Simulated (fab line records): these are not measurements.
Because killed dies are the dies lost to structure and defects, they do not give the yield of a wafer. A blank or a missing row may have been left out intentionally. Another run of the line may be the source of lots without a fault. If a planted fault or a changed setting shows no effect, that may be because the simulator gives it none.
Which of the tools did it? || flow n5 finfet || 27 wafers from 9 lots sampled at 5 of the route's 1938 steps

## WHAT EACH GAUGE READ, for each wafer
N5_FIN_CUT_OVL_MEAS_09. Usual: FIN_CUT_OVL typically reads 0.0 nm, with standard deviation 0.71.
{"lot": "L502", "measured": "day 2 04:09", "on": "overlay-01", "FIN_CUT_OVL (nm)": "-0.4 -0.3 0.7", "flag": ""}
{"lot": "L503", "measured": "day 2 09:02", "on": "overlay-01", "FIN_CUT_OVL (nm)": "0.9 -0.3 0.8", "flag": ""}
{"lot": "L504", "measured": "day 2 15:14", "on": "overlay-02", "FIN_CUT_OVL (nm)": "-0.2 0.5 -0.6", "flag": ""}
{"lot": "L506", "measured": "day 3 03:46", "on": "overlay-02", "FIN_CUT_OVL (nm)": "0.7 -0.1 0.6", "flag": ""}
{"lot": "L511", "measured": "day 4 09:38", "on": "overlay-02", "FIN_CUT_OVL (nm)": "0.9 0.7 0.1", "flag": ""}
{"lot": "L514", "measured": "day 5 04:05", "on": "overlay-02", "FIN_CUT_OVL (nm)": "-0.6 -0.5 -0.7", "flag": ""}
{"lot": "L520", "measured": "day 6 17:22", "on": "overlay-02", "FIN_CUT_OVL (nm)": "0.2 -0.3 -0.5", "flag": ""}
{"lot": "L522", "measured": "day 7 02:38", "on": "overlay-01", "FIN_CUT_OVL (nm)": "-1.1 -1.4 -0.3", "flag": ""}
{"lot": "L525", "measured": "day 7 21:17", "on": "overlay-01", "FIN_CUT_OVL (nm)": "0.3 0.1 0.1", "flag": ""}

N5_BEOL_M4_RC_MEAS_101. Usual: DIBL_N 36.0 mV/V, standard deviation 2; DIBL_P 36.2 mV/V, standard deviation 2.2; IOFF_N 0.16 nA/um, standard deviation 0.034; IOFF_P 0.21 nA/um, standard deviation 0.04; ION_N 675 uA/um, standard deviation 12; ION_P 463 uA/um, standard deviation 7.2; SS_N 71.6 mV/dec, standard deviation 0.6; SS_P 73.3 mV/dec, standard deviation 0.67; VT_N 250 mV, standard deviation 3; VT_P -251 mV, standard deviation 3.4.
{"lot": "L502", "measured": "day 8 01:43", "on": "prober-02", "DIBL_N (mV/V)": "37.7 35.6 35.6", "DIBL_P (mV/V)": "36.6 34.6 34.4", "IOFF_N (nA/um)": "0.17 0.12 0.14", "IOFF_P (nA/um)": "0.21 0.18 0.18", "ION_N (uA/um)": "670 662 650", "ION_P (uA/um)": "452 457 451", "SS_N (mV/dec)": "72.3 72.2 71.8", "SS_P (mV/dec)": "74.3 73.1 73.6", "VT_N (mV)": "251 253 250", "VT_P (mV)": "-252 -255 -256", "flag": ""}
{"lot": "L503", "measured": "day 8 10:36", "on": "prober-01", "DIBL_N (mV/V)": "38.6 37.0 36.2", "DIBL_P (mV/V)": "39.1 37.7 36.8", "IOFF_N (nA/um)": "0.22 0.19 0.18", "IOFF_P (nA/um)": "0.26 0.24 0.22", "ION_N (uA/um)": "692 684 683", "ION_P (uA/um)": "468 467 464", "SS_N (mV/dec)": "71.6 71.2 71.8", "SS_P (mV/dec)": "73.7 73.8 73.9", "VT_N (mV)": "248 246 245", "VT_P (mV)": "-250 -248 -250", "flag": ""}
{"lot": "L504", "measured": "day 8 20:47", "on": "prober-02", "DIBL_N (mV/V)": "33.9 35.8 33.0", "DIBL_P (mV/V)": "35.7 37.6 34.6", "IOFF_N (nA/um)": "0.13 0.15 0.11", "IOFF_P (nA/um)": "0.18 0.19 0.16", "ION_N (uA/um)": "667 680 648", "ION_P (uA/um)": "460 460 445", "SS_N (mV/dec)": "71.1 71.4 71.1", "SS_P (mV/dec)": "73.1 73.6 72.9", "VT_N (mV)": "251 248 255", "VT_P (mV)": "-252 -253 -255", "flag": ""}
{"lot": "L506", "measured": "day 9 06:21", "on": "prober-02", "DIBL_N (mV/V)": "35.2 36.7 34.6", "DIBL_P (mV/V)": "35.2 36.1 35.2", "IOFF_N (nA/um)": "0.14 0.16 0.13", "IOFF_P (nA/um)": "0.18 0.18 0.17", "ION_N (uA/um)": "681 673 665", "ION_P (uA/um)": "460 455 461", "SS_N (mV/dec)": "71.1 71.7 70.6", "SS_P (mV/dec)": "73.5 72.3 72.1", "VT_N (mV)": "251 251 250", "VT_P (mV)": "-251 -254 -252", "flag": ""}
{"lot": "L511", "measured": "day 10 11:44", "on": "prober-01", "DIBL_N (mV/V)": "34.5 34.3 34.4", "DIBL_P (mV/V)": "35.0 34.6 34.0", "IOFF_N (nA/um)": "0.14 0.13 0.13", "IOFF_P (nA/um)": "0.21 0.20 0.18", "ION_N (uA/um)": "673 668 670", "ION_P (uA/um)": "467 465 460", "SS_N (mV/dec)": "70.8 70.4 71.1", "SS_P (mV/dec)": "72.9 72.5 72.6", "VT_N (mV)": "249 252 252", "VT_P (mV)": "-248 -251 -251", "flag": ""}
{"lot": "L514", "measured": "day 11 05:12", "on": "prober-01", "DIBL_N (mV/V)": "37.9 37.9 35.4", "DIBL_P (mV/V)": "39.9 39.9 36.6", "IOFF_N (nA/um)": "0.20 0.20 0.16", "IOFF_P (nA/um)": "0.28 0.29 0.24", "ION_N (uA/um)": "682 694 678", "ION_P (uA/um)": "468 481 470", "SS_N (mV/dec)": "72.1 72.4 71.5", "SS_P (mV/dec)": "74.6 73.7 73.3", "VT_N (mV)": "244 245 248", "VT_P (mV)": "-246 -246 -248", "flag": ""}
{"lot": "L520", "measured": "day 14 00:33", "on": "prober-01", "DIBL_N (mV/V)": "33.4 39.1 38.7", "DIBL_P (mV/V)": "32.6 40.0 39.9", "IOFF_N (nA/um)": "0.12 0.22 0.21", "IOFF_P (nA/um)": "0.18 0.32 0.30", "ION_N (uA/um)": "668 695 685", "ION_P (uA/um)": "465 480 468", "SS_N (mV/dec)": "70.8 72.0 72.5", "SS_P (mV/dec)": "72.4 74.7 74.8", "VT_N (mV)": "254 245 247", "VT_P (mV)": "-252 -243 -247", "flag": ""}
{"lot": "L522", "measured": "day 13 21:14", "on": "prober-02", "DIBL_N (mV/V)": "38.0 38.9 38.2", "DIBL_P (mV/V)": "38.2 39.1 38.4", "IOFF_N (nA/um)": "0.18 0.20 0.18", "IOFF_P (nA/um)": "0.23 0.27 0.23", "ION_N (uA/um)": "675 683 682", "ION_P (uA/um)": "462 470 469", "SS_N (mV/dec)": "71.4 72.0 72.5", "SS_P (mV/dec)": "74.1 74.2 74.7", "VT_N (mV)": "250 248 248", "VT_P (mV)": "-248 -247 -247", "flag": ""}
{"lot": "L525", "measured": "day 14 05:08", "on": "prober-01", "DIBL_N (mV/V)": "34.0 35.2 35.9", "DIBL_P (mV/V)": "33.6 34.5 34.8", "IOFF_N (nA/um)": "0.12 0.14 0.15", "IOFF_P (nA/um)": "0.18 0.19 0.19", "ION_N (uA/um)": "669 666 673", "ION_P (uA/um)": "459 456 456", "SS_N (mV/dec)": "71.1 71.7 71.7", "SS_P (mV/dec)": "73.0 73.5 72.7", "VT_N (mV)": "253 252 250", "VT_P (mV)": "-252 -254 -253", "flag": ""}

## EACH LOT AND THE TOOL THAT RAN IT (in order: tool; ch and the chambers of the sampled wafers; start)
{"lot": "L502", "N5_FIN_SAQP_SPACER2_ALD_28": "ald sin-04 ch 0,2, day 2 02:40", "N5_FIN_CUT_CUT_ETCH_26": "rie diel-06 ch 1,2,3, day 2 04:40", "N5_FIN_CUT_CUT_ETCH_27": "rie diel-06 ch 1,2,3, day 2 04:43"}
{"lot": "L503", "N5_FIN_SAQP_SPACER2_ALD_28": "ald sin-04 ch 0,2,3, day 2 07:36", "N5_FIN_CUT_CUT_ETCH_26": "rie diel-06 ch 0,2,3, day 2 09:46", "N5_FIN_CUT_CUT_ETCH_27": "rie diel-06 ch 0,2,3, day 2 09:49"}
{"lot": "L504", "N5_FIN_SAQP_SPACER2_ALD_28": "ald sin-03 ch 1,2, day 2 13:40", "N5_FIN_CUT_CUT_ETCH_26": "rie diel-06 ch 1,2,3, day 2 15:45", "N5_FIN_CUT_CUT_ETCH_27": "rie diel-06 ch 1,2,3, day 2 15:48"}
{"lot": "L506", "N5_FIN_SAQP_SPACER2_ALD_28": "ald sin-03 ch 1,2, day 3 02:17", "N5_FIN_CUT_CUT_ETCH_26": "rie diel-05 ch 0,1,2, day 3 04:21", "N5_FIN_CUT_CUT_ETCH_27": "rie diel-05 ch 0,1,2, day 3 04:24"}
{"lot": "L511", "N5_FIN_SAQP_SPACER2_ALD_28": "ald sin-03 ch 2,3, day 4 07:50", "N5_FIN_CUT_CUT_ETCH_26": "rie diel-06 ch 0,2,3, day 4 10:09", "N5_FIN_CUT_CUT_ETCH_27": "rie diel-06 ch 0,2,3, day 4 10:12"}
{"lot": "L514", "N5_FIN_SAQP_SPACER2_ALD_28": "ald sin-03 ch 0,2,3, day 5 02:34", "N5_FIN_CUT_CUT_ETCH_26": "rie diel-06 ch 1,2,3, day 5 04:37", "N5_FIN_CUT_CUT_ETCH_27": "rie diel-06 ch 1,2,3, day 5 04:40"}
{"lot": "L520", "N5_FIN_SAQP_SPACER2_ALD_28": "ald sin-03 ch 0,1,3, day 6 15:51", "N5_FIN_CUT_CUT_ETCH_26": "rie diel-03 ch 0,1, day 6 17:54", "N5_FIN_CUT_CUT_ETCH_27": "rie diel-03 ch 0,1, day 6 17:57"}
{"lot": "L522", "N5_FIN_SAQP_SPACER2_ALD_28": "ald sin-04 ch 0,3, day 7 00:54", "N5_FIN_CUT_CUT_ETCH_26": "rie diel-05 ch 0,2,3, day 7 03:09", "N5_FIN_CUT_CUT_ETCH_27": "rie diel-05 ch 0,2,3, day 7 03:11"}
{"lot": "L525", "N5_FIN_SAQP_SPACER2_ALD_28": "ald sin-04 ch 2,3, day 7 19:50", "N5_FIN_CUT_CUT_ETCH_26": "rie diel-05 ch 2,3, day 7 21:48", "N5_FIN_CUT_CUT_ETCH_27": "rie diel-05 ch 2,3, day 7 21:51"}
- N5_FIN_SAQP_SPACER2_ALD_28: deposits SiO2, target thk 8.1 nm, pulse time 1 s, purge time 2 s.
- N5_FIN_CUT_CUT_ETCH_26: etches SiNx in CH3F/O2, target depth 39 nm, time 55.7 s.
- N5_FIN_CUT_CUT_ETCH_27: etches SiO2 in CHF3/O2, target depth 4 nm, overetch 2 nm, time 4.9 s.

## AS READ BY THE TOOLS THEMSELVES (means over the sampled wafers that have a number; for cases with no such wafer, the mark the record gives instead)
N5_FIN_SAQP_SPACER2_ALD_28. Usual: heater power w 483 W, standard deviation 40; precursor pulse height rel 0.997, standard deviation 0.021.
{"lot": "L502", "tool": "ald sin-04", "heater power w (W)": 499, "precursor pulse height rel": 0.989, "flag": ""}
{"lot": "L503", "tool": "ald sin-04", "heater power w (W)": 494, "precursor pulse height rel": 0.991, "flag": ""}
{"lot": "L504", "tool": "ald sin-03", "heater power w (W)": 477, "precursor pulse height rel": 0.983, "flag": ""}
{"lot": "L506", "tool": "ald sin-03", "heater power w (W)": 494, "precursor pulse height rel": 1.006, "flag": ""}
{"lot": "L511", "tool": "ald sin-03", "heater power w (W)": 493, "precursor pulse height rel": 0.987, "flag": ""}
{"lot": "L514", "tool": "ald sin-03", "heater power w (W)": 480, "precursor pulse height rel": 1.020, "flag": ""}
{"lot": "L520", "tool": "ald sin-03", "heater power w (W)": 501, "precursor pulse height rel": 0.995, "flag": ""}
{"lot": "L522", "tool": "ald sin-04", "heater power w (W)": 502, "precursor pulse height rel": 0.977, "flag": ""}
{"lot": "L525", "tool": "ald sin-04", "heater power w (W)": 500, "precursor pulse height rel": 0.991, "flag": ""}

N5_FIN_CUT_CUT_ETCH_26. Usual: drypump motor current A is 5.78 A with standard deviation 0.26, oes_f_703_au is 0.80 a.u. with standard deviation 0.096, oes product au is 0.80 a.u. with standard deviation 0.089, rf fwd power W is 391.2 W with standard deviation 1.6, rf vpp V is 298 V with standard deviation 4.5, showerhead plenum p Torr is 2.02 Torr with standard deviation 0.06, and throttle valve pct is 16.30 % with standard deviation 0.24.
{"lot": "L502", "tool": "rie diel-06", "drypump motor current A (A)": 5.70, "oes_f_703_au (a.u.)": 0.87, "oes product au (a.u.)": 0.86, "rf fwd power W (W)": 392.2, "rf vpp V (V)": 297, "showerhead plenum p Torr (Torr)": 2.02, "throttle valve pct (%)": 16.17, "flag": ""}
{"lot": "L503", "tool": "rie diel-06", "drypump motor current A (A)": 5.92, "oes_f_703_au (a.u.)": 0.84, "oes product au (a.u.)": 0.83, "rf fwd power W (W)": 392.2, "rf vpp V (V)": 297, "showerhead plenum p Torr (Torr)": 1.99, "throttle valve pct (%)": 16.27, "flag": ""}
{"lot": "L504", "tool": "rie diel-06", "drypump motor current A (A)": 5.69, "oes_f_703_au (a.u.)": 0.86, "oes product au (a.u.)": 0.85, "rf fwd power W (W)": 391.8, "rf vpp V (V)": 298, "showerhead plenum p Torr (Torr)": 2.02, "throttle valve pct (%)": 16.18, "flag": ""}
{"lot": "L506", "tool": "rie diel-05", "drypump motor current A (A)": 5.88, "oes_f_703_au (a.u.)": 0.70, "oes product au (a.u.)": 0.71, "rf fwd power W (W)": 391.1, "rf vpp V (V)": 298, "showerhead plenum p Torr (Torr)": 2.02, "throttle valve pct (%)": 16.48, "flag": ""}
{"lot": "L511", "tool": "rie diel-06", "drypump motor current A (A)": 5.91, "oes_f_703_au (a.u.)": 1.07, "oes product au (a.u.)": 0.85, "rf fwd power W (W)": 486.4, "rf vpp V (V)": 267, "showerhead plenum p Torr (Torr)": 1.99, "throttle valve pct (%)": 16.29, "flag": "OFF"}
{"lot": "L514", "tool": "rie diel-06", "drypump motor current A (A)": 5.70, "oes_f_703_au (a.u.)": 1.09, "oes product au (a.u.)": 0.86, "rf fwd power W (W)": 485.8, "rf vpp V (V)": 270, "showerhead plenum p Torr (Torr)": 2.01, "throttle valve pct (%)": 16.23, "flag": "OFF"}
{"lot": "L520", "tool": "rie diel-03", "drypump motor current A (A)": 6.10, "oes_f_703_au (a.u.)": 0.78, "oes product au (a.u.)": 0.80, "rf fwd power W (W)": 391.6, "rf vpp V (V)": 299, "showerhead plenum p Torr (Torr)": 2.07, "throttle valve pct (%)": 16.06, "flag": ""}
{"lot": "L522", "tool": "rie diel-05", "drypump motor current A (A)": 5.79, "oes_f_703_au (a.u.)": 0.77, "oes product au (a.u.)": 0.77, "rf fwd power W (W)": 390.3, "rf vpp V (V)": 298, "showerhead plenum p Torr (Torr)": 2.00, "throttle valve pct (%)": 16.37, "flag": ""}
{"lot": "L525", "tool": "rie diel-05", "drypump motor current A (A)": 5.78, "oes_f_703_au (a.u.)": 0.85, "oes product au (a.u.)": 0.84, "rf fwd power W (W)": 389.9, "rf vpp V (V)": 296, "showerhead plenum p Torr (Torr)": 1.99, "throttle valve pct (%)": 16.36, "flag": ""}

N5_FIN_CUT_CUT_ETCH_27. Usual: drypump motor current A is 5.78 A with standard deviation 0.27, oes_f_703_au is 0.80 a.u. with standard deviation 0.095, oes product au is 0.63 a.u. with standard deviation 0.067, rf fwd power W is 644.0 W with standard deviation 2.4, rf vpp V is 524 V with standard deviation 7.7, showerhead plenum p Torr is 2.44 Torr with standard deviation 0.069, and throttle valve pct is 18.76 % with standard deviation 0.25.
{"lot": "L502", "tool": "rie diel-06", "drypump motor current A (A)": 5.69, "oes_f_703_au (a.u.)": 0.87, "oes product au (a.u.)": 0.67, "rf fwd power W (W)": 642.4, "rf vpp V (V)": 525, "showerhead plenum p Torr (Torr)": 2.43, "throttle valve pct (%)": 18.64, "flag": ""}
{"lot": "L503", "tool": "rie diel-06", "drypump motor current A (A)": 5.92, "oes_f_703_au (a.u.)": 0.84, "oes product au (a.u.)": 0.65, "rf fwd power W (W)": 644.4, "rf vpp V (V)": 522, "showerhead plenum p Torr (Torr)": 2.40, "throttle valve pct (%)": 18.72, "flag": ""}
{"lot": "L504", "tool": "rie diel-06", "drypump motor current A (A)": 5.69, "oes_f_703_au (a.u.)": 0.86, "oes product au (a.u.)": 0.67, "rf fwd power W (W)": 645.8, "rf vpp V (V)": 525, "showerhead plenum p Torr (Torr)": 2.43, "throttle valve pct (%)": 18.65, "flag": ""}
{"lot": "L506", "tool": "rie diel-05", "drypump motor current A (A)": 5.88, "oes_f_703_au (a.u.)": 0.70, "oes product au (a.u.)": 0.56, "rf fwd power W (W)": 643.7, "rf vpp V (V)": 525, "showerhead plenum p Torr (Torr)": 2.44, "throttle valve pct (%)": 18.95, "flag": ""}
{"lot": "L511", "tool": "rie diel-06", "drypump motor current A (A)": 5.93, "oes_f_703_au (a.u.)": 0.81, "oes product au (a.u.)": 0.64, "rf fwd power W (W)": 645.6, "rf vpp V (V)": 522, "showerhead plenum p Torr (Torr)": 2.39, "throttle valve pct (%)": 18.76, "flag": ""}
{"lot": "L514", "tool": "rie diel-06", "drypump motor current A (A)": 5.70, "oes_f_703_au (a.u.)": 0.83, "oes product au (a.u.)": 0.64, "rf fwd power W (W)": 643.8, "rf vpp V (V)": 525, "showerhead plenum p Torr (Torr)": 2.42, "throttle valve pct (%)": 18.68, "flag": ""}
{"lot": "L520", "tool": "rie diel-03", "drypump motor current A (A)": 6.08, "oes_f_703_au (a.u.)": 0.79, "oes product au (a.u.)": 0.63, "rf fwd power W (W)": 644.7, "rf vpp V (V)": 526, "showerhead plenum p Torr (Torr)": 2.49, "throttle valve pct (%)": 18.49, "flag": ""}
{"lot": "L522", "tool": "rie diel-05", "drypump motor current A (A)": 5.77, "oes_f_703_au (a.u.)": 0.76, "oes product au (a.u.)": 0.61, "rf fwd power W (W)": 644.4, "rf vpp V (V)": 525, "showerhead plenum p Torr (Torr)": 2.41, "throttle valve pct (%)": 18.85, "flag": ""}
{"lot": "L525", "tool": "rie diel-05", "drypump motor current A (A)": 5.78, "oes_f_703_au (a.u.)": 0.84, "oes product au (a.u.)": 0.66, "rf fwd power W (W)": 641.4, "rf vpp V (V)": 522, "showerhead plenum p Torr (Torr)": 2.40, "throttle valve pct (%)": 18.86, "flag": ""}

## THE ANSWER, worked out from the rows above alone
Rule: take the mean of a lot's wafers that have a number; if it is more than 3 standard deviations from the usual mean, the lot is off. A lot without any number at a reading at which 4 lots or more have one is off too. Any other lot the step has rows for is counted as sound. First the gauges in route order, then the tools' own readings, where a lot's mean is used as printed above. The first step at which some lot is off is used, and at that step the reading that is off furthest; a lot without a number counts as furthest.
Off: L511, L514, at N5_FIN_CUT_CUT_ETCH_26 (rf fwd power W).
If a tool, at that step or one of the process steps before it, ran each lot that is off and ran no sound lot following the first of them, it fits. One fits: rie diel-06 at N5_FIN_CUT_CUT_ETCH_26. A fault onset in the window from L504 (day 2 15:45, its last sound lot) to L511 (day 4 10:09, its first lot off) fits.
The tool's own readings at N5_FIN_CUT_CUT_ETCH_26 bear it out: on the lots that are off they differ by more than 5 times the standard deviation of the sound lots' means. rf fwd power W reads 486.1 W there against 391.3 W on the sound lots; rf vpp V reads 268 V there against 298 V on the sound lots.

## WHAT THE SIMULATOR PUT IN
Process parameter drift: rie diel-06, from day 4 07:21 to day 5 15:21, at N5_FIN_CUT_CUT_ETCH_26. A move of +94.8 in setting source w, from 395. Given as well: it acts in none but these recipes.
Struck lots among those shown: L511, L514. Same finding as the rule above.
